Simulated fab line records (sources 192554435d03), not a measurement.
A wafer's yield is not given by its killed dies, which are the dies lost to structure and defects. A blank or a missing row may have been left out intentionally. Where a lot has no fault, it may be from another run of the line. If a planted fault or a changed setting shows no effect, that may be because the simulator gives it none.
Which tool is to blame? / flow n5Finfet / Sampling: 11 lots, 33 wafers, 5 of 1938 route steps

== WHAT THE GAUGES SHOWED, per wafer ==
Not one reading of a measure or inspect step in the record can be checked against a usual standard deviation.

== TOOL THAT RAN EACH LOT (tool first, then ch and the chambers of the sampled wafers, then the start) ==
lot=L118; N5_BEOL_M2_SPUTTER_90=pvdSputter-01, day 7 00:56; N5_PASSIVATION_DEGAS_18=pvdSputter-01, day 12 01:55; N5_PASSIVATION_ETCH_59=rieMetal-02 ch 0,1, day 12 03:41; N5_PASSIVATION_PASS_ETCH_47=rieDiel-04 ch 1,2,3, day 12 05:06; N5_PASSIVATION_PROBE_49=-
lot=L121; N5_BEOL_M2_SPUTTER_90=pvdSputter-02, day 7 16:13; N5_PASSIVATION_DEGAS_18=pvdSputter-02, day 12 11:25; N5_PASSIVATION_ETCH_59=rieMetal-01 ch 0,1, day 12 12:48; N5_PASSIVATION_PASS_ETCH_47=rieDiel-04 ch 0,1,2, day 12 14:21; N5_PASSIVATION_PROBE_49=prober-02, day 12 17:27
lot=L120; N5_BEOL_M2_SPUTTER_90=pvdSputter-01, day 7 19:48; N5_PASSIVATION_DEGAS_18=pvdSputter-01, day 12 10:42; N5_PASSIVATION_ETCH_59=rieMetal-02 ch 0,1, day 12 12:05; N5_PASSIVATION_PASS_ETCH_47=rieDiel-05 ch 0,1,3, day 12 13:20; N5_PASSIVATION_PROBE_49=-
lot=L122; N5_BEOL_M2_SPUTTER_90=pvdSputter-02, day 7 22:46; N5_PASSIVATION_DEGAS_18=pvdSputter-03, day 12 23:21; N5_PASSIVATION_ETCH_59=rieMetal-03 ch 0, day 13 00:42; N5_PASSIVATION_PASS_ETCH_47=rieDiel-05 ch 0,1,3, day 13 02:07; N5_PASSIVATION_PROBE_49=-
lot=L124; N5_BEOL_M2_SPUTTER_90=pvdSputter-01, day 8 03:43; N5_PASSIVATION_DEGAS_18=pvdSputter-03, day 13 12:25; N5_PASSIVATION_ETCH_59=rieMetal-01 ch 0,1, day 13 13:46; N5_PASSIVATION_PASS_ETCH_47=rieDiel-04 ch 0,2,3, day 13 15:23; N5_PASSIVATION_PROBE_49=prober-01, day 13 18:23
lot=L123; N5_BEOL_M2_SPUTTER_90=pvdSputter-02, day 8 04:25; N5_PASSIVATION_DEGAS_18=pvdSputter-02, day 13 00:41; N5_PASSIVATION_ETCH_59=rieMetal-02 ch 0,1, day 13 02:07; N5_PASSIVATION_PASS_ETCH_47=rieDiel-04 ch 2,3, day 13 03:37; N5_PASSIVATION_PROBE_49=-
lot=L130; N5_BEOL_M2_SPUTTER_90=pvdSputter-03, day 10 07:33; N5_PASSIVATION_DEGAS_18=pvdSputter-02, day 15 17:13; N5_PASSIVATION_ETCH_59=rieMetal-03 ch 0, day 15 19:01; N5_PASSIVATION_PASS_ETCH_47=rieDiel-02 ch 0,1, day 15 21:06; N5_PASSIVATION_PROBE_49=-
lot=L128; N5_BEOL_M2_SPUTTER_90=pvdSputter-02, day 10 08:30; N5_PASSIVATION_DEGAS_18=pvdSputter-03, day 15 17:20; N5_PASSIVATION_ETCH_59=rieMetal-01 ch 0,1, day 15 18:44; N5_PASSIVATION_PASS_ETCH_47=rieDiel-05 ch 0,1,3, day 15 20:08; N5_PASSIVATION_PROBE_49=prober-02, day 15 23:09
lot=L134; N5_BEOL_M2_SPUTTER_90=pvdSputter-01, day 10 17:20; N5_PASSIVATION_DEGAS_18=pvdSputter-02, day 15 18:55; N5_PASSIVATION_ETCH_59=rieMetal-03 ch 0, day 15 20:43; N5_PASSIVATION_PASS_ETCH_47=rieDiel-04 ch 0,1, day 15 22:52; N5_PASSIVATION_PROBE_49=-
lot=L136; N5_BEOL_M2_SPUTTER_90=pvdSputter-01, day 11 13:20; N5_PASSIVATION_DEGAS_18=pvdSputter-02, day 16 20:26; N5_PASSIVATION_ETCH_59=rieMetal-01 ch 0, day 16 22:14; N5_PASSIVATION_PASS_ETCH_47=rieDiel-02 ch 1,2,3, day 16 23:42; N5_PASSIVATION_PROBE_49=prober-01, day 17 02:46
lot=L139; N5_BEOL_M2_SPUTTER_90=pvdSputter-03, day 12 06:30; N5_PASSIVATION_DEGAS_18=pvdSputter-02, day 17 07:58; N5_PASSIVATION_ETCH_59=rieMetal-01 ch 0, day 17 09:46; N5_PASSIVATION_PASS_ETCH_47=rieDiel-04 ch 0,2,3, day 17 11:24; N5_PASSIVATION_PROBE_49=-
- N5_BEOL_M2_SPUTTER_90: material Cu, target thk 4.5 nm, time 8.29 s.
- N5_PASSIVATION_DEGAS_18: time 60 s.
- N5_PASSIVATION_ETCH_59: etches TaN in Cl2/BCl3, target depth 65 nm, time 34.9 s.
- N5_PASSIVATION_PASS_ETCH_47: etches SiNx in CF4/O2, target depth 770 nm, time 385 s.
- N5_PASSIVATION_PROBE_49

== WHAT THE TOOLS THEMSELVES READ (means of the sampled wafers that have a number; where no wafer has one, the mark that the record gives instead) ==
N5_BEOL_M2_SPUTTER_90. Usual: 29.7 % for throttleValvePct, sd 0.98.
lot=L118; tool=pvdSputter-01; throttleValvePct (%)=29.2; flag=
lot=L121; tool=pvdSputter-02; throttleValvePct (%)=29.9; flag=
lot=L120; tool=pvdSputter-01; throttleValvePct (%)=29.3; flag=
lot=L122; tool=pvdSputter-02; throttleValvePct (%)=29.8; flag=
lot=L124; tool=pvdSputter-01; throttleValvePct (%)=30.5; flag=
lot=L123; tool=pvdSputter-02; throttleValvePct (%)=29.6; flag=
lot=L130; tool=pvdSputter-03; throttleValvePct (%)=30.2; flag=
lot=L128; tool=pvdSputter-02; throttleValvePct (%)=29.6; flag=
lot=L134; tool=pvdSputter-01; throttleValvePct (%)=29.6; flag=
lot=L136; tool=pvdSputter-01; throttleValvePct (%)=30.4; flag=
lot=L139; tool=pvdSputter-03; throttleValvePct (%)=29.5; flag=

N5_PASSIVATION_DEGAS_18. Usual: 488 W for heaterPowerW, sd 79.
lot=L118; tool=pvdSputter-01; heaterPowerW (W)=451; flag=
lot=L121; tool=pvdSputter-02; heaterPowerW (W)=555; flag=
lot=L120; tool=pvdSputter-01; heaterPowerW (W)=464; flag=
lot=L122; tool=pvdSputter-03; heaterPowerW (W)=520; flag=
lot=L124; tool=pvdSputter-03; heaterPowerW (W)=505; flag=
lot=L123; tool=pvdSputter-02; heaterPowerW (W)=511; flag=
lot=L130; tool=pvdSputter-02; heaterPowerW (W)=555; flag=
lot=L128; tool=pvdSputter-03; heaterPowerW (W)=505; flag=
lot=L134; tool=pvdSputter-02; heaterPowerW (W)=518; flag=
lot=L136; tool=pvdSputter-02; heaterPowerW (W)=508; flag=
lot=L139; tool=pvdSputter-02; heaterPowerW (W)=494; flag=

N5_PASSIVATION_ETCH_59. Usual: drypumpMotorCurrentA 5.6 A, standard deviation 0.5; mfcCl2Sccm 59.97 sccm, standard deviation 0.17; oesProductAu 0.80 a.u., standard deviation 0.11; throttleValvePct 21.25 %, standard deviation 0.26.
lot=L118; tool=rieMetal-02; drypumpMotorCurrentA (A)=5.7; mfcCl2Sccm (sccm)=59.87; oesProductAu (a.u.)=0.74; throttleValvePct (%)=21.39; flag=
lot=L121; tool=rieMetal-01; drypumpMotorCurrentA (A)=5.3; mfcCl2Sccm (sccm)=60.08; oesProductAu (a.u.)=0.87; throttleValvePct (%)=21.17; flag=
lot=L120; tool=rieMetal-02; drypumpMotorCurrentA (A)=5.7; mfcCl2Sccm (sccm)=59.95; oesProductAu (a.u.)=0.73; throttleValvePct (%)=21.38; flag=
lot=L122; tool=rieMetal-03; drypumpMotorCurrentA (A)=6.0; mfcCl2Sccm (sccm)=60.05; oesProductAu (a.u.)=0.81; throttleValvePct (%)=21.48; flag=
lot=L124; tool=rieMetal-01; drypumpMotorCurrentA (A)=5.6; mfcCl2Sccm (sccm)=59.89; oesProductAu (a.u.)=0.75; throttleValvePct (%)=21.35; flag=
lot=L123; tool=rieMetal-02; drypumpMotorCurrentA (A)=5.7; mfcCl2Sccm (sccm)=60.11; oesProductAu (a.u.)=0.74; throttleValvePct (%)=21.38; flag=
lot=L130; tool=rieMetal-03; drypumpMotorCurrentA (A)=6.0; mfcCl2Sccm (sccm)=60.01; oesProductAu (a.u.)=0.79; throttleValvePct (%)=21.49; flag=
lot=L128; tool=rieMetal-01; drypumpMotorCurrentA (A)=5.3; mfcCl2Sccm (sccm)=60.08; oesProductAu (a.u.)=0.82; throttleValvePct (%)=21.19; flag=
lot=L134; tool=rieMetal-03; drypumpMotorCurrentA (A)=6.1; mfcCl2Sccm (sccm)=59.96; oesProductAu (a.u.)=0.78; throttleValvePct (%)=21.50; flag=
lot=L136; tool=rieMetal-01; drypumpMotorCurrentA (A)=4.9; mfcCl2Sccm (sccm)=59.83; oesProductAu (a.u.)=0.89; throttleValvePct (%)=21.03; flag=
lot=L139; tool=rieMetal-01; drypumpMotorCurrentA (A)=4.9; mfcCl2Sccm (sccm)=59.90; oesProductAu (a.u.)=0.87; throttleValvePct (%)=21.04; flag=

N5_PASSIVATION_PASS_ETCH_47. Usual: drypumpMotorCurrentA 5.4 A, standard deviation 0.39; oesProductAu 0.79 a.u., standard deviation 0.094; rfVppV 242 V, standard deviation 3.4; showerheadPlenumPTorr 2.21 Torr, standard deviation 0.088; throttleValvePct 15.85 %, standard deviation 0.19.
lot=L118; tool=rieDiel-04; drypumpMotorCurrentA (A)=5.2; oesProductAu (a.u.)=0.74; rfVppV (V)=242; showerheadPlenumPTorr (Torr)=2.17; throttleValvePct (%)=15.96; flag=
lot=L121; tool=rieDiel-04; drypumpMotorCurrentA (A)=5.3; oesProductAu (a.u.)=0.74; rfVppV (V)=239; showerheadPlenumPTorr (Torr)=2.17; throttleValvePct (%)=16.03; flag=
lot=L120; tool=rieDiel-05; drypumpMotorCurrentA (A)=5.4; oesProductAu (a.u.)=0.77; rfVppV (V)=242; showerheadPlenumPTorr (Torr)=2.22; throttleValvePct (%)=15.79; flag=
lot=L122; tool=rieDiel-05; drypumpMotorCurrentA (A)=5.4; oesProductAu (a.u.)=0.77; rfVppV (V)=242; showerheadPlenumPTorr (Torr)=2.21; throttleValvePct (%)=15.82; flag=
lot=L124; tool=rieDiel-04; drypumpMotorCurrentA (A)=5.5; oesProductAu (a.u.)=0.73; rfVppV (V)=244; showerheadPlenumPTorr (Torr)=2.11; throttleValvePct (%)=16.00; flag=
lot=L123; tool=rieDiel-04; drypumpMotorCurrentA (A)=5.3; oesProductAu (a.u.)=0.73; rfVppV (V)=246; showerheadPlenumPTorr (Torr)=2.11; throttleValvePct (%)=15.94; flag=
lot=L130; tool=rieDiel-02; drypumpMotorCurrentA (A)=5.5; oesProductAu (a.u.)=0.71; rfVppV (V)=240; showerheadPlenumPTorr (Torr)=2.13; throttleValvePct (%)=15.96; flag=
lot=L128; tool=rieDiel-05; drypumpMotorCurrentA (A)=5.4; oesProductAu (a.u.)=0.75; rfVppV (V)=242; showerheadPlenumPTorr (Torr)=2.21; throttleValvePct (%)=15.86; flag=
lot=L134; tool=rieDiel-04; drypumpMotorCurrentA (A)=5.5; oesProductAu (a.u.)=0.93; rfVppV (V)=240; showerheadPlenumPTorr (Torr)=2.28; throttleValvePct (%)=15.73; flag=
lot=L136; tool=rieDiel-02; drypumpMotorCurrentA (A)=5.4; oesProductAu (a.u.)=0.83; rfVppV (V)=236; showerheadPlenumPTorr (Torr)=2.24; throttleValvePct (%)=15.81; flag=
lot=L139; tool=rieDiel-04; drypumpMotorCurrentA (A)=5.4; oesProductAu (a.u.)=0.88; rfVppV (V)=241; showerheadPlenumPTorr (Torr)=2.27; throttleValvePct (%)=15.71; flag=

N5_PASSIVATION_PROBE_49. Usual: defectLimitedYield 91.7 %, standard deviation 1.5; killed_at_M0_to_M3 32, standard deviation 9.6; killed_at_M4_up 13, standard deviation 5.3; killedAtContacts 12, standard deviation 6.8; killedAtFrontEnd 36, standard deviation 9.8; killedAtOther 4, standard deviation 3.1; killedDies 98, standard deviation 17; killedOpen 65, standard deviation 13; killedShort 32, standard deviation 8.5; sort_bin_5_function 4.9 %, standard deviation 0.93; sort_bin_6_memory 3.2 %, standard deviation 0.67; sort_bin_8_speed 0.00 %, standard deviation 0.02; sortNPass 1082, standard deviation 17; sortYieldPct 91.7 %, standard deviation 1.4.
lot=L121; tool=prober-02; defectLimitedYield (%)=92.7; killed_at_M0_to_M3=23; killed_at_M4_up=12; killedAtContacts=7; killedAtFrontEnd=40; killedAtOther=3; killedDies=86; killedOpen=52; killedShort=33; sort_bin_5_function (%)=4.0; sort_bin_6_memory (%)=3.0; sort_bin_8_speed (%)=0.00; sortNPass=1094; sortYieldPct (%)=92.7; flag=
lot=L124; tool=prober-01; defectLimitedYield (%)=91.1; killed_at_M0_to_M3=27; killed_at_M4_up=15; killedAtContacts=14; killedAtFrontEnd=40; killedAtOther=8; killedDies=105; killedOpen=69; killedShort=36; sort_bin_5_function (%)=5.2; sort_bin_6_memory (%)=3.3; sort_bin_8_speed (%)=0.00; sortNPass=1075; sortYieldPct (%)=91.1; flag=
lot=L128; tool=prober-02; defectLimitedYield (%)=87.8; killed_at_M0_to_M3=80; killed_at_M4_up=12; killedAtContacts=11; killedAtFrontEnd=36; killedAtOther=5; killedDies=144; killedOpen=57; killedShort=37; sort_bin_5_function (%)=6.9; sort_bin_6_memory (%)=3.7; sort_bin_8_speed (%)=0.00; sortNPass=1036; sortYieldPct (%)=87.8; flag=OFF
lot=L136; tool=prober-01; defectLimitedYield (%)=91.9; killed_at_M0_to_M3=17; killed_at_M4_up=9; killedAtContacts=22; killedAtFrontEnd=44; killedAtOther=4; killedDies=96; killedOpen=63; killedShort=29; sort_bin_5_function (%)=4.7; sort_bin_6_memory (%)=3.3; sort_bin_8_speed (%)=0.00; sortNPass=1084; sortYieldPct (%)=91.9; flag=

== THE ANSWER, worked out from the rows above alone ==
Rule: lot off if the mean of its wafers having a number is beyond 3 standard deviations from the usual mean. A lot without any number at a reading at which 4 lots or more have one is off too. All remaining lots with rows at the step are treated as sound. Order of review: gauges by route order, followed by the tools' own readings, for which a lot's mean as printed above is used. At the first step where some lot is off, the reading lying furthest off is the one used; lots without a number count as furthest.
Off at N5_PASSIVATION_PROBE_49 (killed_at_M0_to_M3): L128. Neither off nor sound, because the step has no rows for them: L118, L120, L122, L123, L130, L134, L139.
If a tool, at that step or one of the process steps before it, ran each lot that is off and ran no sound lot following the first of them, it fits. Can't be told from this: 4 tools fit, pvdSputter-02 at N5_BEOL_M2_SPUTTER_90, pvdSputter-03 at N5_PASSIVATION_DEGAS_18, rieDiel-05 at N5_PASSIVATION_PASS_ETCH_47, prober-02 at N5_PASSIVATION_PROBE_49.

== WHAT HAD BEEN PUT IN BY THE SIMULATOR ==
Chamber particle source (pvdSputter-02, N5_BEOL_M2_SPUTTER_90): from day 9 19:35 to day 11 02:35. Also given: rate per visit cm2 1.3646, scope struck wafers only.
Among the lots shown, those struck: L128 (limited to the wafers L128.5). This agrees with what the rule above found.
